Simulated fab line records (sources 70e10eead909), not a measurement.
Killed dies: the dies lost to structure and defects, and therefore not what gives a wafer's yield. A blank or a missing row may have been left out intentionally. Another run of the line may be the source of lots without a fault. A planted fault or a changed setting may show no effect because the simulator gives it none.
fab line records + flow nandHarc
[record]
- lots = 5
- wafers = 13
- lastDay = 33
route steps=1302 shown A_CHANNEL_HOLE_D2@570 END@1302
lots with no fault: from the same line, run without faults
startH: the number of hours between the record's first day and the start of the first shown wafer of the lot + waitH: time in hours since the lot's previous step + " same as the row above + L1.1+2: a single row standing in for several wafers + - no value, or no start was given + * or withheld: withheld + < > ~ a bound
route shown NAME@n: a module of which the file shows steps, and the number in the route of the first + usual: mean and standard deviation over wafers with no fault + same: alike in all rows + chamber/n: place in a boat + sites: readings site by site + _std_site: the values' standard deviation + _edge_site: inner sites' mean taken away from outer sites' mean + radiusMm: how far each site lies from the wafer's centre + mask NAME#n: copy n + behind: the last tool/chamber to shape the wafer + hold: reason for holding the lot/hours on hold/outcome of the hold + device: which transistor (n, p or np) failed to switch + end of line: the route-end tests of the same wafers + a step given without rows: its recipe and nothing more + killed: not the wafer's yield, but the dies lost to structure and defects at the first sort + map: the dies of a wafer, with x for killed, . for not killed, _ for no die there
set.NAME: the setting that was run; set.NAME@STEP: the one run at that earlier step + model.NAME: the simulator's own value behind a step, which no gauge read
lots at selected steps of the route; one table per step, one row per wafer
services: when a tool's chamber went out of use (startH, in hours from the record's first day, below 0 if earlier), for how many hours, and the reason
[[steps]]
[step NHARC_A_CHANNEL_HOLE_D2_DEP_00]
[recipe]
- targetThkA = 31000
- tempC = 400
- material = aC
[step NHARC_A_CHANNEL_HOLE_D2_DEP_01]
[recipe]
- targetThkA = 1400
- targetThkNm = 140
- tempC = 400
- pressureTorr = 3.5
- flowSccm = 200
- rfW = 350
- material = SiON
[step NHARC_A_CHANNEL_HOLE_D2_DEHYDRATE_02]
[recipe]
- tempC = 150
- timeS = 120
[step NHARC_A_CHANNEL_HOLE_D2_HMDS_03]
[recipe]
- timeS = 30
[step NHARC_A_CHANNEL_HOLE_D2_COAT_36]
[recipe]
- tempC = 260
- timeS = 75
[step NHARC_A_CHANNEL_HOLE_D2_COAT_37]
[recipe]
- tempC = 225
- timeS = 65
[step NHARC_A_CHANNEL_HOLE_D2_COAT_04]
[recipe]
- spinRpm = 1500
- resistThkNm = 90
[step NHARC_A_CHANNEL_HOLE_D2_SOFTBAKE_05]
[recipe]
- tempC = 105
- timeS = 55
[step NHARC_A_CHANNEL_HOLE_D2_EBR_06]
[step NHARC_A_CHANNEL_HOLE_D2_EXPOSE_07]
[recipe]
- na = 1.35
- targetCdNm = 100
- sigmaOuter = 0.3
- doseMj = 59.65
- maskId = HOLE_D2
[step NHARC_A_CHANNEL_HOLE_D2_PEB_08]
[recipe]
- pebTempC = 100
- pebTimeS = 65
[usual]
- heaterPowerTotalW = 156.6/0.43
- resistLineTempC = 22.98/0.095
| lot.wafer | tool          | chamber | startH | waitH | heaterPowerTotalW | resistLineTempC |
|-----------|---------------|---------|--------|-------|-------------------|-----------------|
| L978.1    | lithoTrack-01 | 0       | 337.81 | 0.1   | 156.5             | 22.99           |
| L978.2    | "             | 0       | "      | "     | 157.0             | 22.94           |
| L978.3    | "             | 0       | "      | "     | 157.1             | 23.06           |
| L994.2    | lithoTrack-01 | 0       | 490.79 | 0.1   | 297.0             | 23.12           |
| L994.4    | "             | 0       | "      | "     | 295.2             | 23.06           |
| L995.1    | lithoTrack-01 | 0       | 499.56 | 0.1   | 156.3             | 23.11           |
| L995.4    | "             | 0       | "      | "     | 296.8             | 23.01           |
| L995.6    | "             | 0       | "      | "     | 157.1             | 23.05           |
| L996.1    | lithoTrack-01 | 0       | 501.43 | 0.1   | 156.0             | 22.96           |
| L996.2    | "             | 0       | "      | "     | 297.5             | 22.95           |
| L998.1    | lithoTrack-04 | 0       | 510.79 | 0.1   | 157.0             | 23.00           |
| L998.3    | "             | 0       | "      | "     | 157.2             | 23.01           |
| L998.5    | "             | 0       | "      | "     | 156.9             | 22.92           |
[step NHARC_A_CHANNEL_HOLE_D2_DEVELOP_09]
[recipe]
- developTimeS = 35
- devTempC = 23
[step NHARC_A_CHANNEL_HOLE_D2_CD_MEAS_10]
[recipe]
- targetCdNm = 100
- landingEnergyEv = 500
[usual]
- cdNm = 100.1/0.54
| lot.wafer | tool     | chamber | startH | waitH | cdNm  |
|-----------|----------|---------|--------|-------|-------|
| L978.1    | cdSem-03 | 0       | 337.89 | -     | 100.6 |
| L978.2    | "        | 0       | "      | "     | 101.0 |
| L978.3    | "        | 0       | "      | "     | 101.2 |
| L994.2    | cdSem-02 | 0       | 490.87 | -     | 60.2  |
| L994.4    | "        | 0       | "      | "     | 61.1  |
| L995.1    | cdSem-03 | 0       | 499.64 | -     | 100.4 |
| L995.4    | "        | 0       | "      | "     | 62.2  |
| L995.6    | "        | 0       | "      | "     | 100.3 |
| L996.1    | cdSem-03 | 0       | 501.51 | -     | 100.7 |
| L996.2    | "        | 0       | "      | "     | 61.8  |
| L998.1    | cdSem-01 | 0       | 510.87 | -     | 100.1 |
| L998.3    | "        | 0       | "      | "     | 100.3 |
| L998.5    | "        | 0       | "      | "     | 100.4 |
[step NHARC_A_CHANNEL_HOLE_D2_DESCUM_15]
[recipe]
- timeS = 3
- o2FlowSccm = 200
- arFlowSccm = 0
- biasPowerW = 0
- chemistry = O2
[usual]
- drypumpMotorCurrentA = 5.9/0.41
- oesProductAu = 1.000/0.0089
- rfVppV = 57.8/0.95
- showerheadPlenumPTorr = 1.92/0.078
- throttleValvePct = 11.311/0.0089
| lot.wafer | tool       | chamber | startH | waitH | drypumpMotorCurrentA | oesProductAu | rfHoursCounterH | rfVppV | showerheadPlenumPTorr | throttleValvePct | model.A_CHANNEL_HOLE_D2.cdNm |
|-----------|------------|---------|--------|-------|----------------------|--------------|-----------------|--------|-----------------------|------------------|------------------------------|
| L978.2    | rieDiel-01 | 3       | 338.08 | 0.1   | 6.5                  | 0.987        | 6.2             | 57.5   | 1.86                  | 11.311           | 99.96                        |
| L978.3    | "          | 0       | "      | "     | 6.4                  | 1.008        | 5.7             | 56.5   | 2.04                  | 11.302           | 101                          |
| L978.1    | "          | 2       | "      | "     | 5.4                  | 1.000        | 6.6             | 58.6   | 1.92                  | 11.301           | 100.1                        |
| L994.2    | rieDiel-01 | 3       | 491.06 | 0.1   | 6.5                  | 1.004        | 4.0             | 58.2   | 1.86                  | 11.314           | 59.42                        |
| L994.4    | "          | 0       | "      | "     | 6.4                  | 0.993        | 3.6             | 57.5   | 2.04                  | 11.316           | 61.87                        |
| L995.1    | rieDiel-01 | 2       | 499.85 | 0.1   | 5.4                  | 0.995        | 5.5             | 55.5   | 1.91                  | 11.321           | 100.3                        |
| L995.6    | "          | 3       | "      | "     | 6.5                  | 1.012        | -               | 56.8   | 1.86                  | 11.313           | 99.29                        |
| L995.4    | "          | 2       | "      | "     | 5.4                  | 0.994        | -               | 58.9   | 1.91                  | 11.325           | 61.42                        |
| L996.1    | rieDiel-01 | 2       | 501.69 | 0.1   | 5.4                  | 0.981        | 6.2             | 57.1   | 1.91                  | 11.305           | 100.9                        |
| L996.2    | "          | 3       | "      | "     | 6.5                  | 1.010        | 6.1             | 55.7   | 1.86                  | 11.322           | 60.54                        |
| L998.1    | rieDiel-02 | 3       | 511.07 | 0.1   | 5.8                  | 1.009        | 7.0             | 57.6   | 1.95                  | 11.302           | 99.64                        |
| L998.3    | "          | 0       | "      | "     | 5.8                  | 1.006        | 6.1             | 60.0   | 2.03                  | 11.308           | 100.4                        |
| L998.5    | "          | 2       | "      | "     | 5.9                  | 1.002        | -               | 57.3   | 1.83                  | 11.314           | 99.41                        |
[step NHARC_A_CHANNEL_HOLE_D2_ETCH_38]
[recipe]
- targetDepthA = 390
- overEtchFrac = 0.3
- timeS = 65
- ionEnergyEv = 80
- cf4FlowSccm = 150
- arFlowSccm = 0
- rfW = 300
- biasW = 100
- chemistry = CF4
[step NHARC_A_CHANNEL_HOLE_D2_ETCH_39]
[recipe]
- targetDepthA = 2600
- overEtchFrac = 0.3
- timeS = 325
- ionEnergyEv = 200
- n2FlowSccm = 150
- h2FlowSccm = 150
- arFlowSccm = 0
- rfW = 400
- biasW = 150
- chemistry = N2/H2
[step NHARC_A_CHANNEL_HOLE_D2_ETCH_34]
[recipe]
- targetDepthA = 1540
- timeS = 77
- cf4FlowSccm = 100
- chf3FlowSccm = 30
- arFlowSccm = 0
- rfW = 500
- biasW = 200
- chemistry = CF4/CHF3
[step NHARC_A_CHANNEL_HOLE_D2_ETCH_16]
[recipe]
- targetDepthA = 31000
- overEtchFrac = 0.3
- timeS = 806
- ionEnergyEv = 150
- o2FlowSccm = 400
- cosFlowSccm = 20
- arFlowSccm = 0
- rfW = 500
- biasW = 300
- chemistry = O2/COS
[step NHARC_A_CHANNEL_HOLE_D2_CD_MEAS_18]
[usual]
- cdNm = 99.0/2.3
| lot.wafer | tool     | chamber | startH | waitH | cdNm  |
|-----------|----------|---------|--------|-------|-------|
| L978.1    | cdSem-01 | -       | 339.18 | -     | 98.5  |
| L978.2    | "        | -       | "      | "     | 99.1  |
| L978.3    | "        | -       | "      | "     | 98.8  |
| L994.2    | cdSem-01 | -       | 492.16 | -     | 56.7  |
| L994.4    | "        | -       | "      | "     | 62.3  |
| L995.1    | cdSem-01 | -       | 501.15 | -     | 98.8  |
| L995.4    | "        | -       | "      | "     | 58.8  |
| L995.6    | "        | -       | "      | "     | 97.7  |
| L996.1    | cdSem-01 | -       | 503.46 | -     | 103.6 |
| L996.2    | "        | -       | "      | "     | 62.1  |
| L998.1    | cdSem-01 | -       | 512.17 | -     | 100.6 |
| L998.3    | "        | -       | "      | "     | 101.8 |
| L998.5    | "        | -       | "      | "     | 98.2  |
[step NHARC_A_CHANNEL_HOLE_D2_ETCH_19]
[recipe]
- biasV = 1200
- sourceW = 2500
- pressureMtorr = 15
- timeS = 34.5
- arFlowSccm = 375
- c4f8FlowSccm = 28.8
- o2FlowSccm = 96.2
- tempC = -20
- targetDepthA = *
- chemistry = C4F8/O2/Ar
[step NHARC_A_CHANNEL_HOLE_D2_ETCH_20]
[recipe]
- biasV = 3000
- sourceW = withheld
- pressureMtorr = 20
- timeS = 361.9
- arFlowSccm = 375
- c4f8FlowSccm = 89.3
- o2FlowSccm = 35.7
- tempC = -20
- targetDepthA = 16000
- chemistry = C4F8/O2/Ar
[step NHARC_A_CHANNEL_HOLE_D2_ETCH_21]
[recipe]
- biasV = 3000
- sourceW = withheld
- pressureMtorr = 20
- timeS = 514.3
- arFlowSccm = 375
- c4f8FlowSccm = 89.3
- o2FlowSccm = 35.7
- tempC = -20
- targetDepthA = 16000
- chemistry = C4F8/O2/Ar
[step NHARC_A_CHANNEL_HOLE_D2_ETCH_22]
[recipe]
- biasV = 3000
- sourceW = withheld
- pressureMtorr = 20
- timeS = 666.7
- arFlowSccm = 375
- c4f8FlowSccm = 89.3
- o2FlowSccm = 35.7
- tempC = -20
- targetDepthA = 16000
- chemistry = C4F8/O2/Ar
[step NHARC_A_CHANNEL_HOLE_D2_ETCH_23]
[recipe]
- biasV = 5000
- sourceW = withheld
- pressureMtorr = 20
- timeS = 819
- arFlowSccm = 375
- c4f8FlowSccm = 89.3
- o2FlowSccm = 35.7
- tempC = -20
- targetDepthA = 16000
- chemistry = C4F8/O2/Ar
[step NHARC_A_CHANNEL_HOLE_D2_ETCH_24]
[recipe]
- biasV = 5000
- sourceW = withheld
- pressureMtorr = 20
- timeS = 906.2
- arFlowSccm = 375
- c4f8FlowSccm = 93.8
- o2FlowSccm = 31.2
- tempC = -20
- targetDepthA = 15000
- chemistry = C4F8/O2/Ar
[step NHARC_A_CHANNEL_HOLE_D2_ETCH_25]
[recipe]
- biasV = 5000
- sourceW = withheld
- pressureMtorr = 20
- timeS = 1040.2
- arFlowSccm = 375
- c4f8FlowSccm = 93.8
- o2FlowSccm = 31.2
- tempC = -20
- targetDepthA = 15000
- chemistry = C4F8/O2/Ar
[step NHARC_A_CHANNEL_HOLE_D2_ETCH_26]
[recipe]
- biasV = 300
- sourceW = 2000
- pressureMtorr = 30
- timeS = 224.1
- arFlowSccm = 375
- c4f8FlowSccm = 11.4
- o2FlowSccm = 113.6
- tempC = -20
- targetDepthA = 3000
- chemistry = C4F8/O2/Ar
[step NHARC_A_CHANNEL_HOLE_D2_ETCH_27]
[recipe]
- biasV = 400
- sourceW = 2000
- pressureMtorr = 25
- timeS = 90
- arFlowSccm = 375
- c4f8FlowSccm = 41.7
- o2FlowSccm = 83.3
- tempC = -20
- targetDepthA = 4000
- chemistry = C4F8/O2/Ar
[step NHARC_A_CHANNEL_HOLE_D2_STRIP_41]
[recipe]
- n2FlowSccm = 150
- h2FlowSccm = 150
- arFlowSccm = 0
- biasW = 0
- chemistry = N2/H2
[step NHARC_A_CHANNEL_HOLE_D2_STRIP_42]
[recipe]
- cf4FlowSccm = 100
- chf3FlowSccm = 30
- arFlowSccm = 0
- biasW = 0
- chemistry = CF4/CHF3
[step NHARC_A_CHANNEL_HOLE_D2_STRIP_43]
[recipe]
- o2FlowSccm = 400
- cosFlowSccm = 20
- arFlowSccm = 0
- biasW = 0
- chemistry = O2/COS
[step NHARC_A_CHANNEL_HOLE_D2_ETCH_44]
[recipe]
- targetDepthA = 1400
- overetchA = 140
- timeS = 77
- ionEnergyEv = 100
- cf4FlowSccm = 80
- o2FlowSccm = 20
- arFlowSccm = 0
- rfW = 300
- biasW = 100
- chemistry = CF4/O2
[usual]
- biasW = 100.0/0.32
- drypumpMotorCurrentA = 5.9/0.41
- oesProductAu = 1.000/0.0094
- rfVppV = 197.9/1.4
- showerheadPlenumPTorr = 1.34/0.051
- throttleValvePct = 13.397/0.0084
| lot.wafer | tool       | chamber | startH | waitH | biasW | drypumpMotorCurrentA | oesProductAu | rfHoursCounterH | rfVppV | showerheadPlenumPTorr | throttleValvePct | model.A_CHANNEL_HOLE_D2.cdNm |
|-----------|------------|---------|--------|-------|-------|----------------------|--------------|-----------------|--------|-----------------------|------------------|------------------------------|
| L978.3    | rieDiel-02 | 0       | 346.39 | 0.1   | 99.9  | 5.7                  | 1.009        | 9.4             | 198.9  | 1.41                  | 13.396           | 90.83                        |
| L978.1    | "          | 1       | "      | "     | 100.2 | 5.6                  | 0.997        | 6.4             | 198.4  | 1.38                  | 13.394           | 92.01                        |
| L978.2    | "          | 2       | "      | "     | 100.1 | 5.9                  | 0.999        | 8.0             | 197.7  | 1.28                  | 13.404           | 89.39                        |
| L994.4    | rieDiel-01 | 0       | 496.96 | 0.1   | 99.6  | 6.4                  | 1.007        | 4.5             | 199.8  | 1.42                  | 13.407           | 49.84                        |
| L994.2    | "          | 1       | "      | "     | 100.0 | 5.5                  | 1.003        | 4.6             | 196.8  | 1.29                  | 13.398           | 49.22                        |
| L995.4    | rieDiel-02 | 0       | 505.94 | 0.1   | 99.6  | 5.8                  | 1.004        | 5.6             | 200.3  | 1.41                  | 13.396           | 52.2                         |
| L995.1    | "          | 2       | "      | "     | 100.0 | 5.9                  | 1.001        | 6.0             | 197.4  | 1.28                  | 13.390           | 88.68                        |
| L995.6    | "          | 0       | "      | "     | 99.8  | 5.8                  | 0.996        | -               | 199.0  | 1.41                  | 13.395           | 88.01                        |
| L996.2    | rieDiel-01 | 0       | 508.27 | 0.1   | 99.4  | 6.4                  | 0.998        | 6.0             | 199.6  | 1.42                  | 13.389           | 50.56                        |
| L996.1    | "          | 1       | "      | "     | 100.1 | 5.5                  | 0.993        | 4.6             | 197.6  | 1.29                  | 13.405           | 91.02                        |
| L998.3    | rieDiel-02 | 2       | 523.60 | 0.1   | 100.3 | 5.9                  | 0.997        | 7.5             | 198.0  | 1.28                  | 13.400           | 89.51                        |
| L998.1    | "          | 0       | "      | "     | 100.4 | 5.8                  | 1.008        | 6.8             | 200.5  | 1.41                  | 13.383           | 90.73                        |
| L998.5    | "          | 2       | "      | "     | 99.5  | 5.9                  | 1.004        | -               | 196.6  | 1.28                  | 13.394           | 89.46                        |
[step NHARC_A_CHANNEL_HOLE_D2_STRIP_28]
[recipe]
- o2FlowSccm = 500
- arFlowSccm = 0
- biasW = 0
- chemistry = O2
[step NHARC_A_CHANNEL_HOLE_D2_PRECLEAN_29]
[recipe]
- timeS = *
- tempC = 50
- bathAgeMin = 0
- chemistry = SC1
[step NHARC_A_CHANNEL_HOLE_D2_SRD_30]
[step NHARC_A_CHANNEL_HOLE_D2_CD_MEAS_31]
[usual]
- cdNm = 89.2/1.5
| lot.wafer | tool     | chamber | startH | waitH | cdNm |
|-----------|----------|---------|--------|-------|------|
| L978.1    | cdSem-03 | -       | 347.19 | -     | 92.2 |
| L978.2    | "        | -       | "      | "     | 88.5 |
| L978.3    | "        | -       | "      | "     | 90.4 |
| L994.2    | cdSem-01 | -       | 497.85 | 0.1   | 48.8 |
| L994.4    | "        | -       | "      | "     | 49.7 |
| L995.1    | cdSem-01 | -       | 506.73 | -     | 87.6 |
| L995.4    | "        | -       | "      | "     | 51.7 |
| L995.6    | "        | -       | "      | "     | 87.6 |
| L996.1    | cdSem-02 | -       | 509.05 | -     | 91.3 |
| L996.2    | "        | -       | "      | "     | 51.0 |
| L998.1    | cdSem-02 | -       | 524.52 | -     | 90.6 |
| L998.3    | "        | -       | "      | "     | 88.5 |
| L998.5    | "        | -       | "      | "     | 88.7 |
[step NHARC_A_CHANNEL_HOLE_D2_XSEM_32]
[recipe]
- landingEnergyEv = 35000
[usual]
- botCdNm = 73.6/1.8
- bowNm = 8.61/0.25
- tiltDeg = 0.06/0.037
| lot.wafer | tool    | chamber | startH | waitH | botCdNm | bowNm | tiltDeg |
|-----------|---------|---------|--------|-------|---------|-------|---------|
| L978.1    | xsem-02 | 0       | 347.28 | 0.1   | 77.1    | 8.88  | 0.10    |
| L978.2    | "       | 0       | "      | "     | 73.8    | 8.91  | 0.10    |
| L978.3    | "       | 0       | "      | "     | 74.9    | 8.88  | 0.09    |
| L994.2    | xsem-01 | 0       | 497.94 | 0.1   | 32.6    | 8.50  | 0.06    |
| L994.4    | "       | 0       | "      | "     | 33.4    | 8.53  | 0.06    |
| L995.1    | xsem-02 | 0       | 506.82 | 0.1   | 71.9    | 8.48  | 0.08    |
| L995.4    | "       | 0       | "      | "     | 35.8    | 8.35  | 0.08    |
| L995.6    | "       | 0       | "      | "     | 71.1    | 8.28  | 0.08    |
| L996.1    | xsem-01 | 0       | 509.13 | 0.1   | 74.9    | 8.84  | 0.16    |
| L996.2    | "       | 0       | "      | "     | 34.6    | 8.73  | 0.16    |
| L998.1    | xsem-02 | 0       | 524.62 | 0.1   | 75.3    | 8.94  | 0.07    |
| L998.3    | "       | 0       | "      | "     | 73.4    | 8.98  | 0.07    |
| L998.5    | "       | 0       | "      | "     | 73.5    | 8.92  | 0.07    |
[step NHARC_END_SORT_01]
[recipe]
- tempC = 25
[usual]
- killedAtArray = 59/20
- killedAtOther = 0.8/1
- killedAtPeriphery = 3.2/2.1
- killedDies = 63/21
- killedOpen = 3.0/1.9
- killedShort = 2.3/1.5
[same]
- grossDies = 677
| lot.wafer | tool      | chamber | startH | waitH | killedAtArray | killedAtOther | killedAtPeriphery | killedDies | killedOpen | killedShort |
|-----------|-----------|---------|--------|-------|---------------|---------------|-------------------|------------|------------|-------------|
| L994.2    | prober-01 | 0       | 762.68 | 2.8   | 672           | 2             | 3                 | 677        | 4          | 5           |
| L994.4    | prober-01 | 0       | 764.27 | 3.4   | 675           | 0             | 2                 | 677        | 3          | 6           |
| L995.4    | prober-01 | 0       | 774.31 | 3.4   | 675           | 1             | 1                 | 677        | 6          | 3           |
| L996.2    | prober-01 | 0       | 788.29 | 2.8   | 669           | 1             | 7                 | 677        | 2          | 3           |
// killed by level:class
L994.2 A_CHANNEL_HOLE_D2:areaPeb=603 A_CHANNEL_HOLE_D2:chamberFilmFlake=27 A_CHANNEL_HOLE_D1:chamberFilmFlake=21 A_CONTACT:chamberFilmFlake=6 A_SLIT:chamberFilmFlake=4 A_CHANNEL_FILL_D1:geometricParticle:short=2 A_STAIRCASE:chamberFilmFlake=2 THIN_TSV:chamberFilmFlake=2
L994.4 A_CHANNEL_HOLE_D2:areaPeb=607 A_CHANNEL_HOLE_D2:chamberFilmFlake=29 A_CHANNEL_HOLE_D1:chamberFilmFlake=12 A_SLIT:chamberFilmFlake=5 A_CHANNEL_FILL_D1:geometricParticle:short=2 A_CHANNEL_FILL_D1:chamberFilmFlake=2 A_DECK1_JOINT:chamberFilmFlake=2 A_CHANNEL_FILL_D2:chamberFilmFlake=2
L995.4 A_CHANNEL_HOLE_D2:areaPeb=619 A_CHANNEL_HOLE_D2:chamberFilmFlake=26 A_CONTACT:chamberFilmFlake=6 A_SLIT:chamberFilmFlake=5 A_CHANNEL_HOLE_D1:unspecified=3 A_STAIRCASE:chamberFilmFlake=3 A_CHANNEL_FILL_D2:geometricParticle:open=2 A_CHANNEL_HOLE_D1:chamberFilmFlake=2
L996.2 A_CHANNEL_HOLE_D2:areaPeb=615 A_SLIT:chamberFilmFlake=30 A_CHANNEL_HOLE_D1:chamberFilmFlake=9 A_CONTACT:chamberFilmFlake=4 P_GATE:chamberFilmFlake=3 P_ZERO_WELL:chamberFilmFlake=2 A_BLC:chamberFilmFlake=2 P_M2:geometricParticle:short=1
// map L994.2 (x killed, . not)
____________x____________
_________xxxxxxx_________
_______xxxxxxxxxxx_______
______xxxxxxxxxxxxx______
_____xxxxxxxxxxxxxxx_____
____xxxxxxxxxxxxxxxxx____
____xxxxxxxxxxxxxxxxx____
___xxxxxxxxxxxxxxxxxxx___
___xxxxxxxxxxxxxxxxxxx___
__xxxxxxxxxxxxxxxxxxxxx__
__xxxxxxxxxxxxxxxxxxxxx__
_xxxxxxxxxxxxxxxxxxxxxxx_
_xxxxxxxxxxxxxxxxxxxxxxx_
_xxxxxxxxxxxxxxxxxxxxxxx_
_xxxxxxxxxxxxxxxxxxxxxxx_
_xxxxxxxxxxxxxxxxxxxxxxx_
xxxxxxxxxxxxxxxxxxxxxxxxx
xxxxxxxxxxxxxxxxxxxxxxxxx
xxxxxxxxxxxxxxxxxxxxxxxxx
xxxxxxxxxxxxxxxxxxxxxxxxx
xxxxxxxxxxxxxxxxxxxxxxxxx
_xxxxxxxxxxxxxxxxxxxxxxx_
_xxxxxxxxxxxxxxxxxxxxxxx_
_xxxxxxxxxxxxxxxxxxxxxxx_
_xxxxxxxxxxxxxxxxxxxxxxx_
_xxxxxxxxxxxxxxxxxxxxxxx_
__xxxxxxxxxxxxxxxxxxxxx__
__xxxxxxxxxxxxxxxxxxxxx__
___xxxxxxxxxxxxxxxxxxx___
___xxxxxxxxxxxxxxxxxxx___
____xxxxxxxxxxxxxxxxx____
____xxxxxxxxxxxxxxxxx____
_____xxxxxxxxxxxxxxx_____
______xxxxxxxxxxxxx______
_______xxxxxxxxxxx_______
_________xxxxxxx_________
____________x____________
// map L995.4 (x killed, . not)
____________x____________
_________xxxxxxx_________
_______xxxxxxxxxxx_______
______xxxxxxxxxxxxx______
_____xxxxxxxxxxxxxxx_____
____xxxxxxxxxxxxxxxxx____
____xxxxxxxxxxxxxxxxx____
___xxxxxxxxxxxxxxxxxxx___
___xxxxxxxxxxxxxxxxxxx___
__xxxxxxxxxxxxxxxxxxxxx__
__xxxxxxxxxxxxxxxxxxxxx__
_xxxxxxxxxxxxxxxxxxxxxxx_
_xxxxxxxxxxxxxxxxxxxxxxx_
_xxxxxxxxxxxxxxxxxxxxxxx_
_xxxxxxxxxxxxxxxxxxxxxxx_
_xxxxxxxxxxxxxxxxxxxxxxx_
xxxxxxxxxxxxxxxxxxxxxxxxx
xxxxxxxxxxxxxxxxxxxxxxxxx
xxxxxxxxxxxxxxxxxxxxxxxxx
xxxxxxxxxxxxxxxxxxxxxxxxx
xxxxxxxxxxxxxxxxxxxxxxxxx
_xxxxxxxxxxxxxxxxxxxxxxx_
_xxxxxxxxxxxxxxxxxxxxxxx_
_xxxxxxxxxxxxxxxxxxxxxxx_
_xxxxxxxxxxxxxxxxxxxxxxx_
_xxxxxxxxxxxxxxxxxxxxxxx_
__xxxxxxxxxxxxxxxxxxxxx__
__xxxxxxxxxxxxxxxxxxxxx__
___xxxxxxxxxxxxxxxxxxx___
___xxxxxxxxxxxxxxxxxxx___
____xxxxxxxxxxxxxxxxx____
____xxxxxxxxxxxxxxxxx____
_____xxxxxxxxxxxxxxx_____
______xxxxxxxxxxxxx______
_______xxxxxxxxxxx_______
_________xxxxxxx_________
____________x____________
[[services]]
| tool          | chamber | startH | hours | kind   |
|---------------|---------|--------|-------|--------|
| rieDiel-01    | 0       | 325.71 | -     | clean  |
| rieDiel-01    | 1       | 325.71 | -     | clean  |
| rieDiel-01    | 2       | 325.71 | -     | clean  |
| rieDiel-01    | 3       | 325.71 | -     | clean  |
| lithoTrack-01 | -       | 330.00 | 7.0   | pm     |
| rieDiel-01    | 0       | 350.21 | -     | clean  |
| rieDiel-01    | 1       | 350.21 | -     | clean  |
| rieDiel-01    | 2       | 350.21 | -     | clean  |
| rieDiel-01    | 3       | 350.21 | -     | clean  |
| rieDiel-02    | 0       | 351.21 | 20.1  | repair |
| xsem-01       | -       | 374.00 | 14.0  | pm     |
| rieDiel-01    | 0       | 374.76 | -     | clean  |
| rieDiel-01    | 1       | 374.76 | -     | clean  |
| rieDiel-01    | 2       | 374.76 | -     | clean  |
| rieDiel-01    | 3       | 374.76 | -     | clean  |
| lithoTrack-04 | -       | 378.00 | 7.0   | pm     |
| rieDiel-02    | -       | 393.94 | 9.0   | pm     |
| rieDiel-01    | -       | 395.71 | 9.0   | pm     |
| rieDiel-01    | -       | 426.43 | 1.0   | repair |
| rieDiel-02    | 1       | 428.77 | 2.6   | repair |
| rieDiel-02    | -       | 477.74 | 0.5   | repair |
| rieDiel-01    | 1       | 499.19 | 7.7   | repair |
| lithoTrack-01 | -       | 505.00 | 7.0   | pm     |
| rieDiel-02    | 3       | 520.60 | 4.7   | repair |
[[key]]
[firstSign]
- step = NHARC_A_CHANNEL_HOLE_D2_PEB_08
- reading = heaterPowerTotalW
- direction = up
- sigmas = 99+
- usual = *
- struck = *
[effect]
- step = NHARC_A_CHANNEL_HOLE_D2_CD_MEAS_10
- reading = cdNm
- direction = down
- sigmas = 72
- usual = 100.1
- struck = 61.3
[effect]
- step = NHARC_A_CHANNEL_HOLE_D2_CD_MEAS_18
- reading = cdNm
- direction = down
- sigmas = 17
- usual = 99.0
- struck = 60.0
[effect]
- step = NHARC_A_CHANNEL_HOLE_D2_CD_MEAS_31
- reading = cdNm
- direction = down
- sigmas = 25
- usual = 89.2
- struck = 50.3
[effect]
- step = NHARC_A_CHANNEL_HOLE_D2_XSEM_32
- reading = botCdNm
- direction = down
- sigmas = 23
- usual = 73.6
- struck = 34.1
[effect]
- step = NHARC_END_SORT_01
- reading = killedAtArray
- direction = up
- sigmas = 30
- usual = 59
- struck = 673
[modelEffect]
- step = NHARC_A_CHANNEL_HOLE_D2_DESCUM_15
- value = A_CHANNEL_HOLE_D2.cdNm
- without = 99.51
- struck = 60.81
[modelEffect]
- step = NHARC_A_CHANNEL_HOLE_D2_ETCH_44
- value = A_CHANNEL_HOLE_D2.cdNm
- without = 89.15
- struck = 50.45
[moreKillsBornAt]
- NHARC_A_CHANNEL_HOLE_D2_PEB_08@lithoTrack-01 = 2444
metAt NHARC_A_CHANNEL_HOLE_D2_PEB_08
struckWafers L994.2,L994.4,L995.4,L996.2
laterRowsLeftOut L994.2,L994.4,L995.4,L996.2
testerLeftOut L994,L995,L996
onsetBetween 337.81 490.79
[fault]
- kind = processParameterDrift
- tool = lithoTrack-01
- chamber = -
- onsetH = 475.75
- steps = NHARC_A_CHANNEL_HOLE_D2_PEB_08
- channel = pebTimeS
- offset = *
- shape = step
- endH = 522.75
- scope = struckWafersOnly
- actsIn = *
- stated = *
// testerLeftOut: of these lots the tester's yield and bins aren't shown, on N5 and GAA mostly nor the transistor test; their killed dies are dies lost to structure and defects alone, not to doping, threshold or leakage, so they don't give the yield
// laterRowsLeftOut: the simulator's readings of these wafers behind a module that went badly wrong aren't trusted and aren't shown, but for the sort
